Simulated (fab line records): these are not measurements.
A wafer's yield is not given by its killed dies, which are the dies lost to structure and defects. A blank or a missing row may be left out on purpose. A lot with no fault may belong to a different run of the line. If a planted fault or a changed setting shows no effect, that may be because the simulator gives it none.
fab line records    flow n5Finfet
record lots=5  wafers=12  lastDay=18
route steps=1938 shown BEOL_M6@1254 BEOL_M7@1263 PASSIVATION@1936
lots untouched by any fault: they come from a run of this same line in which no faults occurred
startH: the number of hours between the record's first day and the start of the first shown wafer of the lot    waitH: how many hours have passed since the lot's step before this one    " repeats the value in the row above    L1.1+2: a single row standing in for several wafers    - no value, or no start given    * or withheld: withheld    < > ~ a bound
route shown NAME@n: names a module that has steps shown in the file, with the first one's number in the route    usual: mean/standard deviation taken from wafers without a fault    same: alike in all rows    chamber/n: place in a boat    sites: readings site by site    _std_site: how widely they spread, as a standard deviation    _edge_site: inner sites' mean taken away from outer sites' mean    radiusMm: how far each site lies from the wafer's centre    mask NAME#n: copy n    behind: the tool/chamber that last shaped the wafer    hold: reason for holding the lot/hours on hold/outcome of the hold    device: whichever transistor did not switch (one of n, p or np)    end of line: the tests these same wafers got at the end of their route    step lacking rows: just its recipe    killed: count of dies lost to structure and defects at first sort (not the wafer's yield)    map: per-die view of a wafer (x killed, . not killed, _ where there is no die)
set.NAME: the setting as run; set.NAME@STEP: as run at that earlier step    model.NAME: the simulator's own value behind a step, which no gauge read
lots at selected steps of the route; one table per step, one row per wafer
services: the hour from which a tool's chamber was out of use, counted from the record's first day as startH (under 0 if before that day), plus the number of hours and why
## steps
# step N5_BEOL_M6_SPUTTER_48
# recipe material=Cu  targetThkA=100  tempC=-20  biasV=60  powerW=26000  chamberPressurePa=0.13  timeS=1.667
# step N5_BEOL_M6_ECD_50
# recipe material=Cu  targetThkA=3000
# step N5_BEOL_M6_ANNEAL_51
# recipe tempC=225  timeS=90  ambient=N2
# step N5_BEOL_M6_CMP_52
# recipe stopOn=SiCOH_lowk  tOverpolishS=6.9  downForcePsi=1  platenRpm=50  clearingPlatenDownForcePsi=1.5  clearingPlatenRpm=50  postCmpClean=cuAlkaline  targetThkNm=80  clearingPlatenPadVelocityMS=0.99484  padVelocityMS=0.99484
# step N5_BEOL_M6_PRE_CLEAN_55
# recipe gas=NH3  timeS=15  tempC=withheld  rfPowerW=300
# step N5_BEOL_M6_DEP_56
# recipe material=SiCN  targetThkA=100  tempC=withheld  precursor=3MS/NH3  pressureTorr=3  rfW=202  timeS=17.5
# step N5_BEOL_M7_ILD_DEP_00
# recipe material=SiCOH_lowk  targetThkA=1797.5  tempC=300  precursor=DEMS/porogen  pressureTorr=5  rfW=500  timeS=33.4
# step N5_BEOL_M7_CURE_74
# recipe tempC=385  timeS=240  ambient=He/Ar  material=SiCOH_lowk
# step N5_BEOL_M7_PECVD_70
# recipe material=SiO2  targetThkA=200  tempC=400  precursor=TEOS/O2  pressureTorr=5.5  rfW=450  teosFlowSccm=53.8  gas=O2  flowSccm=3000  timeS=22.7
# usual heaterPowerOuterW=424/85  heaterPowerW=716/120  showerheadPlenumPTorr=8.82/0.032  throttleValvePct=22.7/0.92
lot.wafer  tool      chamber  startH  waitH  heaterPowerOuterW  heaterPowerW  showerheadPlenumPTorr  throttleValvePct  model.SiO2_of_BEOL_M7_PECVD_70.thkNm
L735.2     pecvd-03  1        253.14  0.0    353                607           8.82                   22.7              19.6
L735.4     "         0        "       "      415                681           8.86                   22.4              20.2
L735.6     "         1        "       "      359                604           8.83                   22.4              19.8
L739.3     pecvd-03  2        270.06  0.1    387                732           8.82                   21.7              20.2
L739.5     "         2        "       "      393                752           8.83                   21.7              14.2
L738.3     pecvd-03  2        273.06  0.1    340                647           8.80                   22.1              20.2
L738.5     "         2        "       "      337                652           8.77                   21.8              14.6
L737.4     pecvd-03  2        280.05  0.1    344                678           8.78                   22.1              20.6
L737.5     "         0        "       "      445                711           8.89                   22.6              14.4
L752.3     pecvd-01  0        349.85  0.0    465                761           8.86                   23.9              19.8
L752.4     "         1        "       "      552                947           8.77                   24.7              20
L752.6     "         2        "       "      587                962           8.77                   22.1              20
# step N5_BEOL_M7_HM_DEP_02
# recipe material=TiN  targetThkA=200  tempC=25  chamberPressurePa=0.49996
# step N5_BEOL_M7_COAT_59
# recipe resist=SOC  tempC=250  timeS=60  spinRpm=1500  resistThkNm=100
# step N5_BEOL_M7_COAT_60
# recipe resist=SiARC  tempC=220  timeS=60  spinRpm=1500  resistThkNm=35
# step N5_BEOL_M7_COAT_05
# recipe resist=CAR-ArF  spinRpm=1500  resistThkNm=90
# step N5_BEOL_M7_EBR_07
# recipe solvent=PGMEA  ebrWidthMm=1.5
# step N5_BEOL_M7_SOFTBAKE_06
# recipe tempC=110  timeS=60  resist=CAR-ArF
# step N5_BEOL_M7_EXPOSE_08
# recipe maskId=M7  na=1.35  sourceShape=dipole  sigmaInner=0.817  sigmaOuter=0.97  polarization=te  doseMj=68.25
# step N5_BEOL_M7_PEB_09
# recipe pebTempC=withheld  pebTimeS=60  resist=CAR-ArF
# step N5_BEOL_M7_DEVELOP_10
# recipe developTimeS=30  developer=TMAH  resist=CAR-ArF  rinseLiquid=diw  dry=airSpin  devTempC=23
# step N5_BEOL_M7_DESCUM_16
# recipe chemistry=O2  timeS=7.9  sourcePowerW=50  biasPowerW=20  pressureMtorr=20  rfFrequencyHz=2.712e+07  tempC=40  resist=CAR-ArF  o2FlowSccm=225
# step N5_BEOL_M7_ETCH_61
# recipe chemistry=CF4  target=SiARC  targetDepthA=455  maskMaterial=CAR-ArF  timeS=75.8  ionEnergyEv=80  pressureMtorr=40  sourceW=545  biasW=36  Ar_flow_sccm=100  cf4FlowSccm=100  ends=cleared
# step N5_BEOL_M7_ETCH_62
# recipe chemistry=N2/H2  target=SOC  targetDepthA=1100  overetchA=220  maskMaterial=SiARC  tempC=40  timeS=165  ionEnergyEv=200  pressureMtorr=30  sourceW=840  biasW=150  n2FlowSccm=200  h2FlowSccm=200
# step N5_BEOL_M7_STRIP_68
# recipe chemistry=N2/H2  tempC=40  n2FlowSccm=200  h2FlowSccm=200  rfFrequencyHz=6e+07
# step N5_BEOL_M7_STRIP_67
# recipe chemistry=CF4  resist=SiARC  powerW=300  biasPowerW=75  pressureMtorr=50  cf4FlowSccm=150  rfFrequencyHz=6e+07
# step N5_BEOL_M7_HM_OPEN_17
# recipe chemistry=Cl2/BCl3  targetDepthA=200  overetchA=60  target=TiN  maskMaterial=SOC  ionEnergyEv=150  pressureMtorr=10  icpW=1000  biasW=126  Cl2_flow_sccm=53.25  bcl3FlowSccm=21.75  Ar_flow_sccm=25
# step N5_BEOL_M7_STRIP_19
# recipe chemistry=O2  powerW=400  tempC=40  pressureMtorr=30  rfFrequencyHz=6e+07  biasPowerW=0  overashFraction=0.2  o2FlowSccm=225
# step N5_BEOL_M7_COAT_63
# recipe resist=SOC  tempC=250  timeS=60  spinRpm=1500  resistThkNm=60
# step N5_BEOL_M7_COAT_64
# recipe resist=SiARC  tempC=220  timeS=60  spinRpm=1500  resistThkNm=12
# step N5_BEOL_M7_COAT_71
# recipe resist=underlayer  tempC=205  timeS=60  spinRpm=1500  resistThkNm=5
# step N5_BEOL_M7_COAT_22
# recipe resist=CAR-EUV  spinRpm=1500  resistThkNm=30
# step N5_BEOL_M7_EBR_24
# recipe solvent=PGMEA  ebrWidthMm=1.5
# step N5_BEOL_M7_SOFTBAKE_23
# recipe tempC=110  timeS=60  resist=CAR-EUV
# step N5_BEOL_M7_EXPOSE_25
# recipe maskId=V6  na=0.33  sourceShape=annular  sigmaInner=0.4  sigmaOuter=0.8  polarization=unpolarized  targetCdNm=40  doseMj=42.5
# step N5_BEOL_M7_PEB_26
# recipe pebTempC=100  pebTimeS=60  resist=CAR-EUV
# step N5_BEOL_M7_DEVELOP_27
# recipe developTimeS=30  developer=TMAH  resist=CAR-EUV  rinseLiquid=surfactantRinse  dry=airSpin  devTempC=23
# step N5_BEOL_M7_HM_STRIP_39
# recipe chemistry=peroxideTinStrip  material=TiN  targetDepthA=250  tempC=50  timeS=158
# usual bathHeatDutyPct=7.0/0.64
lot.wafer  tool         chamber  startH  waitH  bathHeatDutyPct  model.SiO2_of_BEOL_M7_PECVD_70.thkNm
L735.2     wetBench-05  4        255.54  0.0    7.2              19.4
L735.4     "            0        "       "      7.6              20.2
L735.6     "            7        "       "      8.4              19.8
L739.3     wetBench-02  4        275.03  0.0    7.2              20
L739.5     "            7        "       "      7.3              14
L738.3     wetBench-02  4        278.90  0.0    7.5              20
L738.5     "            7        "       "      7.4              14.6
L737.4     wetBench-05  1        285.75  0.0    6.3              20.4
L737.5     "            2        "       "      6.5              14.2
L752.3     wetBench-05  0        353.19  0.0    7.8              19.6
L752.4     "            6        "       "      7.3              19.8
L752.6     "            5        "       "      7.0              20
# step N5_BEOL_M7_CMP_52
# recipe stopOn=SiCOH_lowk  tOverpolishS=6.9  downForcePsi=1  platenRpm=50  clearingPlatenDownForcePsi=1.5  clearingPlatenRpm=50  postCmpClean=cuAlkaline  targetThkNm=80  clearingPlatenPadVelocityMS=0.99484  padVelocityMS=0.99484
# usual barrierFieldEndpointS=28.9/0.83  motorCurrentA=6.3/0.53  padLifeWafers=890/560
lot.wafer  tool    chamber  startH  waitH  barrierFieldEndpointS  motorCurrentA  padLifeWafers
L735.4     cmp-01  1        258.90  0.1    29.7                   7.0            132
L735.2     "       2        "       "      28.1                   6.7            133
L735.6     "       2        "       "      28.9                   6.7            -
L739.3     cmp-03  2        277.46  0.2    28.5                   5.2            348
L739.5     "       2        "       "      21.8                   5.6            -
L738.3     cmp-03  1        280.99  0.3    29.9                   6.1            393
L738.5     "       3        "       "      22.0                   5.6            -
L737.4     cmp-01  3        289.29  0.2    28.5                   6.5            409
L737.5     "       2        "       "      21.9                   7.1            -
L752.3     cmp-03  2        356.57  0.2    28.2                   5.3            1027
L752.4     "       3        "       "      28.7                   5.6            1028
L752.6     "       2        "       "      28.5                   5.3            -
# step N5_PASSIVATION_PROBE_49
# usual defectLimitedYield=91.2/1.4  killed_at_M0_to_M3=34/9.3  killed_at_M4_up=14/5.9  killedAtContacts=14/5.7  killedAtFrontEnd=38/10  killedAtOther=4/3.2  killedDies=104/17  killedOpen=67/13  killedShort=33/6.9  sort_bin_4_leakage=0/3.6  sort_bin_5_function=5.2/1  sort_bin_6_memory=3.3/0.61  sortNPass=1069/52  sortYieldPct=91/4.4
# same grossDies=1180  killedAtBackSide=0  sort_bin_8_speed[%]=0
lot.wafer  tool       chamber  startH  waitH  defectLimitedYield[%]  killed_at_M0_to_M3  killed_at_M4_up  killedAtContacts  killedAtFrontEnd  killedAtOther  killedDies  killedOpen  killedShort  sort_bin_4_leakage[%]  sort_bin_5_function[%]  sort_bin_6_memory[%]  sortNPass  sortYieldPct[%]
L735.2     prober-01  -        335.98  0.1    88.3                   50                  23               17                36                12             138         88          38           0                      7.3                     4.0                   1042       88
L735.4     prober-01  -        336.08  0.2    89.3                   32                  26               23                40                5              126         80          39           0                      6.7                     3.7                   1054       89
L735.6     prober-01  -        336.18  0.3    91.3                   28                  21               11                41                2              103         66          32           0                      5.1                     3.4                   1077       91
L738.3     prober-02  -        354.89  0.1    89.4                   38                  18               15                51                3              125         74          45           0                      5.9                     4.2                   1055       89
L738.5     prober-02  -        354.99  0.2    91.3                   23                  19               11                45                5              103         72          24           1                      4.8                     3.6                   1071       91
L737.4     prober-01  -        363.36  0.2    89.5                   44                  16               13                45                6              124         83          29           0                      5.9                     3.9                   1056       89
L737.5     prober-01  -        363.41  0.2    91.6                   32                  13               18                36                0              99          66          24           0                      4.6                     3.7                   1081       92
L752.3     prober-01  -        428.77  0.1    91.5                   40                  5                21                26                8              100         67          25           0                      5.5                     2.7                   1080       92
L752.4     prober-01  -        428.82  0.2    93.1                   28                  9                16                26                3              82          52          26           0                      3.7                     2.9                   1098       93
L752.6     prober-01  -        428.92  0.3    92.7                   36                  5                5                 37                3              86          59          26           0                      4.6                     2.7                   1094       93
# killed by level:class
L735.2 MOL_CONTACT_COAG:geometricParticle:open=14 BEOL_M4:geometricParticle:open=11 BEOL_M3:geometricParticle:open=11 BEOL_M1:geometricParticle:open=9 BEOL_M2:geometricParticle:short=9 FIN_SAQP:geometricParticle:short=7 BEOL_M0_SAQP:geometricParticle:open=7 PASSIVATION:areaEtch=6
L735.4 MOL_CONTACT_COAG:geometricParticle:open=18 BEOL_M4:geometricParticle:open=14 STI_FIN_REVEAL:geometricParticle:open=9 BEOL_M0_SAQP:geometricParticle:short=9 BEOL_M1:geometricParticle:open=8 FIN_SAQP:geometricParticle:open=6 DUMMY_GATE:geometricParticle:open=5 MOL_CONTACT_COAG:geometricParticle:short=5
L735.6 FIN_SAQP:geometricParticle:open=11 FIN_SAQP:geometricParticle:short=10 BEOL_M4:geometricParticle:open=10 MOL_CONTACT_COAG:geometricParticle:open=9 BEOL_M3:geometricParticle:open=9 BEOL_M0_SAQP:geometricParticle:open=6 DUMMY_GATE:geometricParticle:open=5 BEOL_M2:geometricParticle:open=5
L738.3 FIN_SAQP:geometricParticle:short=19 FIN_SAQP:geometricParticle:open=12 MOL_CONTACT_COAG:geometricParticle:open=12 BEOL_M1:geometricParticle:open=11 STI_FIN_REVEAL:geometricParticle:open=8 BEOL_M0_SAQP:geometricParticle:short=6 DUMMY_GATE:geometricParticle:open=5 BEOL_M2:geometricParticle:open=4
L738.5 MOL_CONTACT_COAG:geometricParticle:open=11 STI_FIN_REVEAL:geometricParticle:open=9 FIN_SAQP:geometricParticle:open=8 BEOL_M1:geometricParticle:open=8 BEOL_M2:geometricParticle:open=7 FIN_SAQP:geometricParticle:short=6 STI_FIN_REVEAL:geometricParticle:short=4 DUMMY_GATE:geometricParticle:open=4
L737.4 BEOL_M2:geometricParticle:open=15 BEOL_M3:geometricParticle:open=11 MOL_CONTACT_COAG:geometricParticle:open=10 FIN_SAQP:geometricParticle:open=8 BEOL_M4:geometricParticle:open=8 STI_FIN_REVEAL:geometricParticle:open=7 FIN_SAQP:geometricParticle:short=5 BEOL_M1:geometricParticle:open=5
L737.5 MOL_CONTACT_COAG:geometricParticle:open=11 BEOL_M2:geometricParticle:open=11 FIN_SAQP:geometricParticle:open=8 BEOL_M0_SAQP:geometricParticle:open=6 STI_FIN_REVEAL:geometricParticle:open=5 STARTING-WAFER:geometricParticle:open=5 FIN_SAQP:geometricParticle:short=4 GATE_CUT:geometricParticle:short=4
L752.3 MOL_CONTACT_COAG:geometricParticle:open=19 BEOL_M2:geometricParticle:open=9 BEOL_M1:geometricParticle:open=8 BEOL_M3:geometricParticle:open=8 GATE_CUT:geometricParticle:short=7 DUMMY_GATE:geometricParticle:open=4 BEOL_M0_SAQP:geometricParticle:short=3 MIM_TOP:geometricParticle:open=3
L752.4 MOL_CONTACT_COAG:geometricParticle:open=12 FIN_SAQP:geometricParticle:short=7 BEOL_M0_SAQP:geometricParticle:open=7 BEOL_M4:geometricParticle:open=5 FIN_SAQP:geometricParticle:open=4 GATE_CUT:geometricParticle:short=4 BEOL_M2:geometricParticle:open=4 BEOL_M0_SAQP:geometricParticle:short=4
L752.6 STI_FIN_REVEAL:geometricParticle:open=10 GATE_CUT:geometricParticle:short=8 BEOL_M0_SAQP:geometricParticle:short=7 BEOL_M3:geometricParticle:open=6 BEOL_M0_SAQP:geometricParticle:open=6 BEOL_M1:geometricParticle:open=6 BEOL_M2:geometricParticle:open=5 FIN_SAQP:geometricParticle:open=4
## services
tool         chamber  startH  hours  kind
cmp-03       -        231.34  -      consumableReplace:conditioner
cmp-03       -        231.34  -      consumableReplace:pad
cmp-01       -        235.07  4.0    pm
cmp-01       -        239.07  -      consumableReplace:conditioner
cmp-01       -        239.07  -      consumableReplace:pad
cmp-03       -        239.45  0.9    repair
cmp-01       -        243.20  0.8    repair
pecvd-03     -        246.62  0.8    repair
pecvd-01     2        284.92  5.5    scheduledDown
cmp-01       -        305.16  2.4    repair
pecvd-03     1        314.33  5.5    scheduledDown
wetBench-05  -        349.85  1.6    repair
cmp-01       -        350.13  2.1    repair
pecvd-01     1        355.77  5.0    repair
## key
firstSign step=N5_BEOL_M7_CMP_52  reading=barrierFieldEndpointS  direction=down  sigmas=8.4  usual=28.9  struck=21.9
effect none on later readings
modelEffect step=N5_BEOL_M7_PECVD_70  value=SiO2_of_BEOL_M7_PECVD_70.thkNm  without=20.33  struck=14.4
modelEffect step=N5_BEOL_M7_HM_STRIP_39  value=SiO2_of_BEOL_M7_PECVD_70.thkNm  without=20.2  struck=14.27
metAt N5_BEOL_M7_PECVD_70
struckWafers L737.5,L738.5,L739.5
onsetBetween 253.14 270.06
fault kind=processParameterDrift  tool=pecvd-03  chamber=-  onsetH=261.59  steps=N5_BEOL_M7_PECVD_70  channel=timeS  offset=*  shape=step  endH=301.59  scope=struckWafersOnly  actsIn=*  stated=*
